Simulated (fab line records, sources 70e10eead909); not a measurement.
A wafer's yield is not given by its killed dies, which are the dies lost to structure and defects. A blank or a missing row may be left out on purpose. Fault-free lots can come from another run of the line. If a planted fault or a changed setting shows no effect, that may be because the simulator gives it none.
fab line records ; flow nand_harc
record lots=5; wafers=15; last_day=31
route steps=1302 shown P_M2@340 P_BONDPAD@351 END@1302
lots that met no fault: taken from a fault-free run of the same line
start_h: start of the lot's first displayed wafer, in hours after the record's first day ; wait_h: how many hours have passed since the lot's step before this one ; " same as the row above ; L1.1+2: a single row standing in for several wafers ; - no value present, or no start provided ; * or withheld: withheld ; < > ~ a bound
route shown NAME@n: names a module that has steps shown in the file, with the first one's number in the route ; usual: mean and standard deviation over wafers with no fault ; same: alike in all rows ; chamber/n: place in a boat ; sites: each site's reading ; _std_site: standard deviation of those values ; _edge_site: mean of outer sites minus mean of inner sites ; radius_mm: how far each site lies from the wafer's centre ; mask NAME#n: copy n ; behind: tool/chamber where the wafer was last shaped ; hold: why the lot went on hold/how many hours it stayed there/how the hold came to an end ; device: whichever transistor did not switch (one of n, p or np) ; end of line: the tests these same wafers got at the end of their route ; a step given without rows: its recipe and nothing more ; killed: dies that structure and defects cost at the first sort, which is not the same as the wafer's yield ; map: per-die view of a wafer (x killed, . not killed, _ where there is no die)
set.NAME: the setting that was run; set.NAME@STEP: the one run at that earlier step ; model.NAME: the simulator's own value behind a step, which no gauge read
lots at some steps of the route; a table a step, a row a wafer
services: from which hour (start_h, from the record's first day; less than 0 if before it) a tool's chamber was out of use, for how many hours, and why
## steps
# step NHARC_P_M2_PVD_20
# recipe target_thk_a=50; bias_v=168.6; power_w=15000; chamber_pressure_pa=0.12; time_s=8.06; substrate_temp_c=50; material=TaN
# step NHARC_P_M2_PVD_21
# recipe target_thk_a=300; chamber_pressure_pa=5; power_w=5000; substrate_temp_c=30; time_s=20.49; material=Cu
# step NHARC_P_M2_ECD_22
# recipe target_thk_a=4000; bath_temp_c=25; material=Cu
# step NHARC_P_M2_ANNEAL_31
# recipe temp_c=225; time_s=90
# step NHARC_P_M2_CMP_23
# recipe t_overpolish_s=20; target_thk_nm=144.3
# step NHARC_P_M2_THK_MEAS_24
# recipe thk_meas_gauge=xrf
# usual thk_nm=144.5/1.2
lot.wafer;tool;chamber;start_h;wait_h;thk_nm
L615.3;film_metro-01;-;146.30;-;143.2
L615.5;film_metro-01;-;146.30;-;145.4
L615.6;film_metro-01;-;146.30;-;145.9
L616.2;film_metro-01;-;164.47;-;144.4
L616.3;film_metro-01;-;164.47;-;143.1
L616.6;film_metro-01;-;164.47;-;144.9
L621.1;film_metro-01;-;196.17;-;141.9
L621.2;film_metro-01;-;196.17;-;146.7
L621.6;film_metro-01;-;196.17;-;145.3
L624.1;film_metro-01;-;234.38;-;143.5
L624.2;film_metro-01;-;234.38;-;144.1
L624.5;film_metro-01;-;234.38;-;143.9
L627.2;film_metro-01;-;279.53;-;147.6
L627.3;film_metro-01;-;279.53;-;145.8
L627.4;film_metro-01;-;279.53;-;146.5
# step NHARC_P_M2_SRD_25
# step NHARC_P_M2_INSPECT_27
# usual raw_defect_count=314/100
lot.wafer;tool;chamber;start_h;wait_h;raw_defect_count
L615.3;defect_inspect-02;-;146.45;0.0;294
L615.5;defect_inspect-02;-;146.45;0.0;254
L615.6;defect_inspect-02;-;146.45;0.0;241
L616.2;defect_inspect-01;-;164.65;0.0;384
L616.3;defect_inspect-01;-;164.65;0.0;323
L616.6;defect_inspect-01;-;164.65;0.0;244
L621.1;defect_inspect-02;-;196.32;0.0;320
L621.2;defect_inspect-02;-;196.32;0.0;295
L621.6;defect_inspect-02;-;196.32;0.0;352
L624.1;defect_inspect-01;-;234.54;0.0;331
L624.2;defect_inspect-01;-;234.54;0.0;502
L624.5;defect_inspect-01;-;234.54;0.0;338
L627.2;defect_inspect-02;-;279.69;0.0;337
L627.3;defect_inspect-02;-;279.69;0.0;375
L627.4;defect_inspect-02;-;279.69;0.0;252
# step NHARC_P_M2_PRE_CLEAN_32
# recipe time_s=12; temp_c=370; rf_power_w=300; gas=NH3
# step NHARC_P_M2_DEP_33
# recipe target_thk_a=300; temp_c=370; target_thk_nm=30; pressure_torr=3; flow_sccm=200; rf_w=450; material=SiCN
# step NHARC_P_BONDPAD_DEP_00
# recipe target_thk_a=2500; temp_c=370; target_thk_nm=250; pressure_torr=3; flow_sccm=200; rf_w=450; material=SiCN
# usual heater_power_w=571/60; susceptor_temp_C=370.00/0.2
lot.wafer;tool;chamber;start_h;wait_h;heater_power_w;susceptor_temp_C
L615.3;pecvd-01;2;147.15;0.3;542;370.05
L615.6;pecvd-01;0;147.15;0.3;490;370.22
L615.5;pecvd-01;1;147.15;0.3;683;370.27
L616.3;pecvd-02;1;165.20;-;571;370.06
L616.2;pecvd-02;2;165.20;-;550;369.85
L616.6;pecvd-02;2;165.20;-;568;369.55
L621.2;pecvd-01;0;-;-;481;370.19
L621.1;pecvd-01;1;-;-;637;370.09
L621.6;pecvd-01;0;-;-;504;370.21
L624.2;pecvd-01;0;235.19;-;531;369.82
L624.1;pecvd-01;1;235.19;-;645;369.73
L624.5;pecvd-01;2;235.19;-;623;370.02
L627.3;pecvd-03;2;-;-;622;369.88
L627.2;pecvd-03;1;-;-;632;370.18
L627.4;pecvd-03;1;-;-;661;370.13
# step NHARC_P_BONDPAD_CMP_32
# recipe target_thk_nm=200; material=SiCN
# usual motor_current_A=12.0/1.5
lot.wafer;tool;chamber;start_h;wait_h;motor_current_A
L615.3;cmp-03;3;147.56;-;10.8
L615.5;cmp-03;3;147.56;-;11.2
L615.6;cmp-03;0;147.56;-;12.6
L616.2;cmp-01;3;165.61;-;15.8
L616.3;cmp-01;0;165.61;-;10.5
L616.6;cmp-01;3;165.61;-;14.2
L621.2;cmp-03;0;197.47;-;12.1
L621.1;cmp-03;2;197.47;-;10.9
L621.6;cmp-03;0;197.47;-;11.8
L624.2;cmp-01;1;235.60;-;11.9
L624.1;cmp-01;2;235.60;-;14.5
L624.5;cmp-01;2;235.60;-;13.7
L627.3;cmp-01;0;280.66;-;10.4
L627.2;cmp-01;1;280.66;-;12.3
L627.4;cmp-01;2;280.66;-;15.1
# step NHARC_P_BONDPAD_THK_MEAS_33
# recipe thk_meas_gauge=ellipsometry
# usual thk_nm=200.2/1.4
lot.wafer;tool;chamber;start_h;wait_h;thk_nm
L615.3;film_metro-02;-;147.81;0.2;200.7
L615.5;film_metro-02;-;147.81;0.2;201.3
L615.6;film_metro-02;-;147.81;0.2;198.7
L616.2;film_metro-02;-;165.86;0.2;200.6
L616.3;film_metro-02;-;165.86;0.2;199.7
L616.6;film_metro-02;-;165.86;0.2;199.4
L621.1;film_metro-01;-;197.72;0.2;200.0
L621.2;film_metro-01;-;197.72;0.2;200.9
L621.6;film_metro-01;-;197.72;0.2;200.6
L624.1;film_metro-02;-;235.85;0.2;202.2
L624.2;film_metro-02;-;235.85;0.2;202.1
L624.5;film_metro-02;-;235.85;0.2;201.1
L627.2;film_metro-01;-;280.89;0.2;202.0
L627.3;film_metro-01;-;280.89;0.2;199.4
L627.4;film_metro-01;-;280.89;0.2;199.5
# step NHARC_P_BONDPAD_SRD_34
# step NHARC_P_BONDPAD_DEHYDRATE_01
# recipe temp_c=150; time_s=120
# step NHARC_P_BONDPAD_HMDS_02
# recipe time_s=30
# step NHARC_P_BONDPAD_COAT_36
# recipe temp_c=200; time_s=65
# step NHARC_P_BONDPAD_COAT_03
# recipe spin_rpm=2000; resist_thk_nm=600
# step NHARC_P_BONDPAD_SOFTBAKE_04
# recipe temp_c=125; time_s=70
# step NHARC_P_BONDPAD_EBR_05
# step NHARC_P_BONDPAD_EXPOSE_06
# recipe na=0.55; dose_mj=37.06; mask_id=P_BPAD
# step NHARC_P_BONDPAD_PEB_07
# recipe peb_temp_c=128; peb_time_s=80
# step NHARC_P_BONDPAD_DEVELOP_08
# recipe time_s=50; dev_temp_c=22
# step NHARC_P_BONDPAD_CD_MEAS_09
# recipe target_cd_nm=500; landing_energy_ev=500
# usual cd_nm=499.5/1.5
lot.wafer;tool;chamber;start_h;wait_h;cd_nm
L615.3;cd_sem-03;0;148.43;-;496.7
L615.5;cd_sem-03;0;148.43;-;498.1
L615.6;cd_sem-03;0;148.43;-;497.4
L616.2;cd_sem-01;0;166.31;-;499.0
L616.3;cd_sem-01;0;166.31;-;499.2
L616.6;cd_sem-01;0;166.31;-;498.0
L621.1;cd_sem-03;0;198.16;-;501.6
L621.2;cd_sem-03;0;198.16;-;502.5
L621.6;cd_sem-03;0;198.16;-;502.5
L624.1;cd_sem-03;0;236.41;-;498.3
L624.2;cd_sem-03;0;236.41;-;497.8
L624.5;cd_sem-03;0;236.41;-;500.6
L627.2;cd_sem-02;0;281.45;-;499.9
L627.3;cd_sem-02;0;281.45;-;499.9
L627.4;cd_sem-02;0;281.45;-;498.9
# step NHARC_P_BONDPAD_OVL_MEAS_38
# usual overlay_x_nm=-1/4.7; overlay_y_nm=-2/5.1
lot.wafer;tool;chamber;start_h;wait_h;overlay_x_nm;overlay_y_nm
L615.3;overlay-02;-;148.52;-;-2;-3
L615.5;overlay-02;-;148.52;-;-3;-3
L615.6;overlay-02;-;148.52;-;-2;-3
L616.2;overlay-02;-;166.39;-;-9;-9
L616.3;overlay-02;-;166.39;-;-9;-9
L616.6;overlay-02;-;166.39;-;-9;-8
L621.1;overlay-01;-;198.25;-;4;3
L621.2;overlay-01;-;198.25;-;3;3
L621.6;overlay-01;-;198.25;-;3;3
L624.1;overlay-01;-;236.50;-;-3;0
L624.2;overlay-01;-;236.50;-;-3;0
L624.5;overlay-01;-;236.50;-;-4;0
L627.2;overlay-01;-;281.54;-;4;-4
L627.3;overlay-01;-;281.54;-;4;-4
L627.4;overlay-01;-;281.54;-;4;-4
# step NHARC_P_BONDPAD_HARDBAKE_10
# recipe temp_c=118; time_s=65
# step NHARC_P_BONDPAD_DESCUM_11
# recipe time_s=3; o2_flow_sccm=200; ar_flow_sccm=0; bias_power_w=0; chemistry=O2
# step NHARC_P_BONDPAD_ETCH_37
# recipe target_depth_a=600; overetch_a=180; time_s=65.91; ion_energy_ev=200; n2_flow_sccm=150; h2_flow_sccm=150; ar_flow_sccm=0; rf_w=400; bias_w=150; chemistry=N2/H2
# usual chamber_pressure_mTorr=29.998/0.026; drypump_motor_current_A=5.7/0.49; n2_flow_sccm=150.1/0.51; oes_product_au=0.998/0.0072; rf_vpp_V=430.1/2.3; showerhead_plenum_p_Torr=2.02/0.074; throttle_valve_pct=14.172/0.0093
lot.wafer;tool;chamber;start_h;wait_h;chamber_pressure_mTorr;drypump_motor_current_A;n2_flow_sccm;oes_product_au;rf_hours_counter_h;rf_vpp_V;showerhead_plenum_p_Torr;throttle_valve_pct
L615.3;rie_diel-01;2;148.74;0.1;30.005;5.2;150.7;1.001;7.7;428.3;1.95;14.156
L615.6;rie_diel-01;0;148.74;0.1;30.009;5.5;150.6;1.001;-;427.9;1.96;14.174
L615.5;rie_diel-01;1;148.74;0.1;29.997;5.8;150.5;1.004;-;431.8;2.11;14.186
L616.2;rie_diel-01;2;166.62;0.1;30.043;5.2;150.8;0.993;8.4;428.1;1.95;14.163
L616.3;rie_diel-01;3;166.62;0.1;29.990;6.5;149.4;0.980;6.6;430.8;2.02;14.177
L616.6;rie_diel-01;0;166.62;0.1;29.983;5.5;148.9;0.987;-;429.7;1.96;14.175
L621.1;rie_diel-02;0;198.46;0.1;29.953;6.3;149.8;0.986;4.7;428.8;1.99;14.174
L621.2;rie_diel-02;1;198.46;0.1;29.997;5.1;150.4;0.979;4.9;434.9;2.18;14.168
L621.6;rie_diel-02;1;198.46;0.1;30.029;5.1;149.6;0.985;-;435.7;2.18;14.161
L624.1;rie_diel-02;0;236.72;0.1;30.027;6.3;149.5;0.993;0.3;428.2;1.99;14.158
L624.2;rie_diel-02;2;236.72;0.1;29.975;5.3;150.4;0.995;0.2;429.4;2.02;14.193
L624.5;rie_diel-02;3;236.72;0.1;29.999;5.8;150.0;1.003;-;430.1;2.01;14.172
L627.3;rie_diel-01;1;281.75;0.1;30.004;5.8;150.5;1.013;4.5;432.4;2.11;14.188
L627.4;rie_diel-01;2;281.75;0.1;30.031;5.2;150.1;0.999;4.0;428.1;1.95;14.173
L627.2;rie_diel-01;3;281.75;0.1;29.997;6.5;149.4;0.994;2.2;429.3;2.02;14.163
# step NHARC_P_BONDPAD_ETCH_12
# recipe target_depth_a=2000; time_s=100; chf3_flow_sccm=50; o2_flow_sccm=10; ar_flow_sccm=200; rf_w=500; bias_w=200; chemistry=CHF3/O2
# step NHARC_P_BONDPAD_CD_MEAS_13
# usual cd_nm=499.1/1.5
lot.wafer;tool;chamber;start_h;wait_h;cd_nm
L615.3;cd_sem-03;-;148.96;-;496.2
L615.5;cd_sem-03;-;148.96;-;497.3
L615.6;cd_sem-03;-;148.96;-;497.8
L616.2;cd_sem-02;-;166.84;-;498.8
L616.3;cd_sem-02;-;166.84;-;498.7
L616.6;cd_sem-02;-;166.84;-;496.7
L621.1;cd_sem-01;-;198.69;-;500.3
L621.2;cd_sem-01;-;198.69;-;502.5
L621.6;cd_sem-01;-;198.69;-;501.7
L624.1;cd_sem-01;-;236.94;-;498.8
L624.2;cd_sem-01;-;236.94;-;497.3
L624.5;cd_sem-01;-;236.94;-;500.4
L627.2;cd_sem-01;-;281.98;-;500.1
L627.3;cd_sem-01;-;281.98;-;499.8
L627.4;cd_sem-01;-;281.98;-;498.3
# step NHARC_P_BONDPAD_STRIP_15
# recipe o2_flow_sccm=500; ar_flow_sccm=0; bias_w=0; chemistry=O2
# step NHARC_P_BONDPAD_ETCH_24
# recipe target_depth_a=300; over_etch_frac=0.3; time_s=72.99; ion_energy_ev=150; cf4_flow_sccm=50; n2_flow_sccm=100; ar_flow_sccm=150; rf_w=300; bias_w=100; chemistry=CF4/N2
# step NHARC_P_BONDPAD_STRIP_16
# recipe time_s=600; temp_c=30; chemistry=post_etch_residue_remover
# step NHARC_P_BONDPAD_DEGAS_25
# recipe temp_c=300; time_s=60
# usual heater_power_w=505/36; susceptor_temp_C=300.00/0.21
lot.wafer;tool;chamber;start_h;wait_h;heater_power_w;susceptor_temp_C
L615.3;pvd_sputter-01;-;149.59;-;487;299.91
L615.6;pvd_sputter-01;-;149.59;-;452;300.01
L615.5;pvd_sputter-01;-;149.59;-;551;300.01
L616.2;pvd_sputter-01;-;167.51;-;530;299.73
L616.3;pvd_sputter-01;-;167.51;-;575;300.26
L616.6;pvd_sputter-01;-;167.51;-;522;299.92
L621.1;pvd_sputter-02;-;199.32;-;510;300.22
L621.2;pvd_sputter-02;-;199.32;-;528;300.02
L621.6;pvd_sputter-02;-;199.32;-;495;300.08
L624.1;pvd_sputter-02;-;237.58;-;501;299.65
L624.2;pvd_sputter-02;-;237.58;-;522;300.06
L624.5;pvd_sputter-02;-;237.58;-;525;300.00
L627.4;pvd_sputter-01;-;282.60;-;528;299.82
L627.2;pvd_sputter-01;-;282.60;-;483;299.95
L627.3;pvd_sputter-01;-;282.60;-;567;300.25
# step NHARC_P_BONDPAD_PRE_CLEAN_26
# recipe time_s=30; temp_c=280; gas=H2/He
# usual heater_power_w=445/32; susceptor_temp_C=280.02/0.16
lot.wafer;tool;chamber;start_h;wait_h;heater_power_w;susceptor_temp_C
L615.3;pvd_sputter-01;-;-;-;395;279.98
L615.6;pvd_sputter-01;-;-;-;429;279.83
L615.5;pvd_sputter-01;-;-;-;521;280.05
L616.3;pvd_sputter-01;-;-;-;473;280.29
L616.2;pvd_sputter-01;-;-;-;419;279.95
L616.6;pvd_sputter-01;-;-;-;519;279.93
L621.1;pvd_sputter-02;-;-;-;460;280.19
L621.2;pvd_sputter-02;-;-;-;472;280.12
L621.6;pvd_sputter-02;-;-;-;435;280.09
L624.2;pvd_sputter-02;-;-;-;465;-
L624.1;pvd_sputter-02;-;-;-;478;-
L624.5;pvd_sputter-02;-;-;-;437;-
L627.3;pvd_sputter-01;-;-;-;452;279.89
L627.2;pvd_sputter-01;-;-;-;434;280.12
L627.4;pvd_sputter-01;-;-;-;495;280.17
# step NHARC_P_BONDPAD_PVD_17
# recipe target_thk_a=50; bias_v=168.6; power_w=15000; chamber_pressure_pa=0.12; time_s=8.06; substrate_temp_c=50; material=TaN
# step NHARC_P_BONDPAD_PVD_27
# recipe target_thk_a=300; chamber_pressure_pa=5; power_w=5000; substrate_temp_c=30; time_s=20.49; material=Cu
# usual throttle_valve_pct=30.1/1.1
lot.wafer;tool;chamber;start_h;wait_h;throttle_valve_pct
L615.3;pvd_sputter-01;-;-;-;29.7
L615.5;pvd_sputter-01;-;-;-;30.7
L615.6;pvd_sputter-01;-;-;-;30.6
L616.3;pvd_sputter-01;-;-;-;30.8
L616.2;pvd_sputter-01;-;-;-;30.7
L616.6;pvd_sputter-01;-;-;-;30.8
L621.1;pvd_sputter-02;-;-;-;31.4
L621.2;pvd_sputter-02;-;-;-;28.7
L621.6;pvd_sputter-02;-;-;-;31.8
L624.1;pvd_sputter-02;-;-;-;31.4
L624.2;pvd_sputter-02;-;-;-;28.4
L624.5;pvd_sputter-02;-;-;-;29.1
L627.2;pvd_sputter-01;-;-;-;30.6
L627.4;pvd_sputter-01;-;-;-;30.8
L627.3;pvd_sputter-01;-;-;-;30.9
# step NHARC_P_BONDPAD_ECD_18
# recipe target_thk_a=4000; bath_temp_c=25; material=Cu
# step NHARC_P_BONDPAD_ANNEAL_28
# recipe temp_c=225; time_s=90
# step NHARC_P_BONDPAD_CMP_19
# recipe t_overpolish_s=30; cu_recess_touch_s=16; target_thk_nm=160.81
# step NHARC_P_BONDPAD_THK_MEAS_20
# recipe thk_meas_gauge=xrf
# usual thk_nm=160.9/1.4
lot.wafer;tool;chamber;start_h;wait_h;thk_nm
L615.3;film_metro-01;-;150.99;-;158.2
L615.5;film_metro-01;-;150.99;-;162.0
L615.6;film_metro-01;-;150.99;-;161.5
L616.2;film_metro-02;-;168.91;-;161.7
L616.3;film_metro-02;-;168.91;-;160.7
L616.6;film_metro-02;-;168.91;-;160.5
L621.1;film_metro-01;-;200.71;-;158.9
L621.2;film_metro-01;-;200.71;-;162.6
L621.6;film_metro-01;-;200.71;-;162.4
L624.1;film_metro-02;-;238.99;-;162.6
L624.2;film_metro-02;-;238.99;-;159.7
L624.5;film_metro-02;-;238.99;-;160.0
L627.2;film_metro-01;-;284.00;-;160.0
L627.3;film_metro-01;-;284.00;-;159.4
L627.4;film_metro-01;-;284.00;-;160.9
# step NHARC_END_SORT_01
# recipe temp_c=25
# usual defect_limited_yield=91/3.4; killed_at_array=54/23; killed_at_other=1.2/1.5; killed_at_periphery=3.9/2.5; killed_dies=59/23; killed_open=3.2/1.7; killed_short=2.4/1.6; sort_bin_2_pct=3.0/1.4; sort_bin_3_pct=0.7/0.45; sort_bin_4_pct=5.0/1.9; sort_n_pass=618/23; sort_rim_yield_pct=92/3.8; sort_yield_pct=91/3.4
# same gross_dies=677; sort_bin_5_pct[%]=0; sort_bin_6_pct[%]=0; sort_bin_7_pct[%]=0; sort_bin_8_pct[%]=0; sort_rim_n_gross=106.00
lot.wafer;tool;chamber;start_h;wait_h;defect_limited_yield[%];killed_at_array;killed_at_other;killed_at_periphery;killed_dies;killed_open;killed_short;sort_bin_2_pct[%];sort_bin_3_pct[%];sort_bin_4_pct[%];sort_n_pass;sort_rim_yield_pct[%];sort_yield_pct[%]
L616.2;prober-02;0;588.80;2.8;95;26;0;7;33;2;2;2.2;0.1;2.5;644;93;95
L616.3;prober-02;0;589.60;3.1;95;26;1;6;33;3;5;1.5;0.3;3.1;644;94;95
L616.6;prober-02;0;592.00;4.0;95;31;1;3;35;2;1;1.3;0;3.8;642;98;95
L627.2;prober-02;0;734.94;2.8;88;76;3;5;84;3;1;3.5;1.0;7.8;593;90;88
L627.3;prober-02;0;735.75;3.1;85;94;0;6;100;4;4;5.3;1.0;8.4;577;92;85
L627.4;prober-02;0;736.56;3.4;33;50;1;403;454;4;2;27.6;5.0;34.4;223;35;33
# killed by level:class
L616.2 A_CHANNEL_HOLE_D2:chamber_film_flake=11 A_CONTACT:chamber_film_flake=9 P_GATE:chamber_film_flake=6 P_STI:geometric_particle:short=1 A_CHANNEL_FILL_D1:geometric_particle:short=1 A_CHANNEL_HOLE_D2:geometric_particle:open=1 A_M0:geometric_particle:open=1 A_CHANNEL_HOLE_D1:chamber_film_flake=1
L616.3 A_CONTACT:chamber_film_flake=9 P_GATE:chamber_film_flake=5 A_CHANNEL_HOLE_D2:chamber_film_flake=4 A_ZERO_WELL:chamber_film_flake=2 A_SGD_CUT:chamber_film_flake=2 P_M0:geometric_particle:short=1 A_ONON_D1:geometric_particle:short=1 A_ONON_D1:geometric_particle:open=1
L616.6 A_CHANNEL_HOLE_D2:chamber_film_flake=10 A_CONTACT:chamber_film_flake=10 A_SGD_CUT:chamber_film_flake=3 P_GATE:chamber_film_flake=2 A_CHANNEL_HOLE_D1:chamber_film_flake=2 A_CHANNEL_FILL_D2:chamber_film_flake=2 P_CONTACT:geometric_particle:open=1 A_SGD_CUT:geometric_particle:open=1
L627.2 A_CHANNEL_HOLE_D1:chamber_film_flake=32 A_SLIT:chamber_film_flake=25 A_CHANNEL_HOLE_D2:chamber_film_flake=13 A_M0:geometric_particle:open=2 THIN_TSV:unspecified=2 P_M0:geometric_particle:short=1 P_BONDPAD:geometric_particle:open=1 P_ZERO_WELL:chamber_film_flake=1
L627.3 A_CHANNEL_HOLE_D1:chamber_film_flake=37 A_SLIT:chamber_film_flake=27 A_CHANNEL_HOLE_D2:chamber_film_flake=10 A_CONTACT:chamber_film_flake=4 P_GATE:chamber_film_flake=3 A_BLC:chamber_film_flake=3 A_CHANNEL_FILL_D1:geometric_particle:short=2 A_WL_FILL:geometric_particle:open=2
L627.4 P_BONDPAD:unspecified=401 A_CHANNEL_HOLE_D1:chamber_film_flake=23 A_SLIT:chamber_film_flake=15 A_WL_FILL:geometric_particle:short=2 A_M0:geometric_particle:open=2 P_GATE:chamber_film_flake=2 A_STAIRCASE:chamber_film_flake=2 A_CONTACT:chamber_film_flake=2
# map L627.4 (x killed, . not)
____________x____________
_________.x.x.xx_________
_______..xxxx.x.x._______
______x..xx.xxxxx.x______
_____x..x..xx..x.xxx_____
____x.x.xxxx.xxx..xx.____
____xxxx.xxxxxx.xx.x.____
___.xx.xxxxx..xx.x.xx.___
___.xx.x.x.xx.x.xxxxx.___
__x...x.xx..xxx..x.xxx.__
__xxxxxx.xx..xxxxxx.x.x__
_.xxxxx.xxxxxx.xxx..xxx._
_xxxxxxxxx.xxxx.xx.xxxxx_
_xxxxxxxxxx.x..xxxxxx..x_
_.xx.xxxxxx.x.xx.xxx.xx._
_..xxxxxx...xx...x.x.xxx_
x.xxxxxxxxxx.xxx.x.....xx
.xxxxxxxx.x.x..xxx.xx.xxx
xx.xxx.xxxx.xx....x..x.xx
xxxx.xx..xx..xxxxx.x.xxxx
..xxxxx.....xx...xxxx.xx.
_x.x...x..xx.x..xx.x..xx_
_x.xxxxx.xx.x.x.xxxxx.xx_
_..xxxx..xxxxx.xx.xx.x.x_
_x.xxxxxxxxxxxxx.x.xx.x._
_xxx.x.x...x.xx...xxxxxx_
__xx.xxxxxx.xxxxx.x...x__
__.xx...xx.xxx.xxx.x...__
___..xxx.xxx.xxxxxx.xx___
___xx.xx..xxx.xxxxxxx.___
____.xx.....xxx.x..xx____
____xx.x...xxxxxxxxxx____
_____x.xxxx.x.xxxxxx_____
______xxx.x..xxxxxx______
_______x..x..xxxxx_______
_________xxx.xxx_________
____________x____________
# map L624.1 (x killed, . not)
____________.____________
_________......._________
_______..........._______
______.............______
_____.............x._____
____................x____
____.................____
___...................___
___...................___
__.....................__
__.....x...............__
_..................x...._
_......................._
_......................._
_......................._
_......................x_
.........................
x..xx....................
...x..xx.................
...x..xx....x...........x
....xxxx.................
_..x.xxxx..............._
_..xxxxxx..............._
_..xxxx................._
_..xx.xxx....x.........x_
_x...xx..x.............._
__....x................__
__..xx.................__
___...................___
___...........xxx.....___
____........x.x.x....____
____.........xx.xx...____
_____.......x.xxx.xx_____
______.....x..xxxxx______
_______......xxxxx_______
_________......x_________
____________.____________
## services
tool;chamber;start_h;hours;kind
cmp-01;-;128.26;0.3;repair
pecvd-01;-;130.18;13.0;pm
rie_diel-02;-;133.96;1.0;repair
rie_diel-02;2;138.95;15.7;repair
pecvd-03;2;145.28;17.6;repair
cmp-03;-;149.93;1.3;repair
pecvd-01;1;159.31;2.1;repair
cmp-03;-;162.00;4.0;pm
rie_diel-02;2;179.81;6.3;repair
pecvd-02;-;180.38;2.6;repair
pecvd-03;-;185.00;13.0;pm
cmp-01;-;185.59;4.0;pm
rie_diel-02;0;187.40;1.6;repair
cmp-03;-;188.47;2.5;repair
rie_diel-01;-;203.80;9.0;pm
cmp-01;-;212.35;9.5;repair
rie_diel-01;3;214.29;14.6;repair
rie_diel-02;-;216.74;9.0;pm
rie_diel-01;2;224.78;8.7;repair
pvd_sputter-01;-;226.09;10.0;pm
cmp-03;-;242.59;0.6;repair
rie_diel-01;3;245.67;2.4;repair
cmp-03;-;260.00;4.0;pm
pecvd-01;1;277.13;4.1;repair
## key
first_sign step=NHARC_END_SORT_01; reading=killed_at_periphery; direction=up; sigmas=99+; usual=3.9; struck=403
effect step=NHARC_END_SORT_01; reading=defect_limited_yield; direction=down; sigmas=17; usual=91; struck=33
more_kills_born_at NHARC_P_BONDPAD_CMP_32@cmp-01=401
met_at NHARC_P_BONDPAD_CMP_32
struck_wafers L627.4
onset_between 235.60 280.66
fault kind=chamber_particle_source; tool=cmp-01; chamber=2; onset_h=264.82; steps=NHARC_P_BONDPAD_CMP_32; rate_per_visit_cm2=1.1396; end_h=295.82
